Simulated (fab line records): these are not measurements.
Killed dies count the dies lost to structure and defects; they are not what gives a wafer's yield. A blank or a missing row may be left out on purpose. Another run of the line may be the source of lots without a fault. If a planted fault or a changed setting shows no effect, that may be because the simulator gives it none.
Which tool is to blame? + flow n5_finfet + 27 wafers from 9 lots sampled at 5 of the route's 1938 steps

WHAT THE GAUGES READ, wafer by wafer
N5_BEOL_M13_THK_MEAS_01.
| lot  | measured     | on            | M13_ILD_THK (nm) |
|------|--------------|---------------|------------------|
| L119 | day 12 09:49 | film_metro-01 | 824 832 845      |
| L124 | day 13 09:31 | film_metro-01 | 812 837 837      |
| L127 | day 14 12:23 | film_metro-01 | 567 580 584      |
| L128 | day 14 20:19 | film_metro-02 | 578 561 586      |
| L129 | day 15 14:38 | film_metro-01 | 568 574 572      |
| L132 | day 15 21:04 | film_metro-01 | 862 850 859      |
| L133 | day 16 07:41 | film_metro-02 | 836 832 839      |
| L134 | day 16 14:33 | film_metro-02 | 816 848 827      |
| L142 | day 18 04:23 | film_metro-01 | 842 846 855      |

WHAT TOOL EACH LOT RAN ON (gives the tool, then ch and the chambers of the sampled wafers, and finally the start)
| lot  | N5_BEOL_M12_ETCH_67                | N5_BEOL_M12_STRIP_37                 | N5_BEOL_M12_ETCH_38                | N5_BEOL_M13_ILD_DEP_00          |
|------|------------------------------------|--------------------------------------|------------------------------------|---------------------------------|
| L119 | rie_diel-04 ch 0,1, day 12 04:52   | plasma_asher-02 ch 0,1, day 12 05:23 | rie_diel-04 ch 1,2, day 12 07:10   | pecvd-04 ch 0,1,2, day 12 09:40 |
| L124 | rie_diel-05 ch 1,2,3, day 13 03:21 | plasma_asher-01 ch 0,1, day 13 03:52 | rie_diel-02 ch 0,1, day 13 05:01   | pecvd-04 ch 0,2, day 13 09:22   |
| L127 | rie_diel-05 ch 1,2,3, day 14 07:23 | plasma_asher-01 ch 0,1, day 14 07:55 | rie_diel-02 ch 0,2,3, day 14 10:19 | pecvd-04 ch 0,1,2, day 14 12:14 |
| L128 | rie_diel-05 ch 0,1,3, day 14 13:10 | plasma_asher-02 ch 0,1, day 14 13:41 | rie_diel-02 ch 0,3, day 14 18:28   | pecvd-04 ch 0,2, day 14 20:10   |
| L129 | rie_diel-02 ch 0,1, day 15 12:13   | plasma_asher-01 ch 0,1, day 15 12:44 | rie_diel-05 ch 1,2,3, day 15 13:00 | pecvd-04 ch 0,2, day 15 14:29   |
| L132 | rie_diel-05 ch 2,3, day 15 18:42   | plasma_asher-01 ch 0,1, day 15 19:14 | rie_diel-04 ch 0,1, day 15 19:20   | pecvd-02 ch 0,1,2, day 15 20:58 |
| L133 | rie_diel-04 ch 1,3, day 16 04:52   | plasma_asher-01 ch 0,1, day 16 05:24 | rie_diel-05 ch 1,2,3, day 16 05:53 | pecvd-03 ch 0,1,2, day 16 07:32 |
| L134 | rie_diel-05 ch 0,1,2, day 16 09:26 | plasma_asher-01 ch 0,1, day 16 09:58 | rie_diel-02 ch 0,2,3, day 16 11:02 | pecvd-03 ch 0,1,2, day 16 14:24 |
| L142 | rie_diel-02 ch 1,2,3, day 18 00:19 | plasma_asher-02 ch 0,1, day 18 00:52 | rie_diel-02 ch 0,2, day 18 01:37   | pecvd-02 ch 1,2, day 18 04:14   |
- N5_BEOL_M12_ETCH_67: etches SiARC in CF4, target depth 143 nm, time 238.3 s.
- N5_BEOL_M12_STRIP_37: strips in N2/H2.
- N5_BEOL_M12_ETCH_38: etches SiCN in CF4/N2, target depth 68.7 nm, time 73.4 s.
- N5_BEOL_M13_ILD_DEP_00: deposits SiOC from DEMS/O2, target thk 837.92 nm, time 166.4 s.

THE ANSWER, worked out from the rows above alone
Rule: the lots themselves supply what counts as usual. The widest of any qualifying gaps counts: lots, ordered by their means at a reading, are off when they make up no more than a third of the lots, leave a main group of 4 or more, and stand apart from it by 3 or more times the standard deviation of that group's means. Not used: any main group whose means are identical at the precision the tables above print for the reading. A lot without any number at a reading at which 4 lots or more have one is off too. Where the step has rows for the other lots, those lots are counted as sound.
Off: L127, L128, L129, at N5_BEOL_M13_THK_MEAS_01 (M13_ILD_THK). Main group: mean 839 nm, sd 10.
A tool fits if, at a process step before that reading, it ran every lot that is off, and no sound lot after the first of them. Those tools and the gauges at N5_BEOL_M13_THK_MEAS_01 are tried in the same way. One fits: pecvd-04 at N5_BEOL_M13_ILD_DEP_00. A fault onset in the window from L124 (day 13 09:22, its last sound lot) to L127 (day 14 12:14, its first lot off) fits.

WHAT THE SIMULATOR PUT IN
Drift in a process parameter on pecvd-04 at N5_BEOL_M13_ILD_DEP_00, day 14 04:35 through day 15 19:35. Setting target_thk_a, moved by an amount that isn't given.
Lots struck among those shown: L127, L128, L129. The rule above reached the same finding.
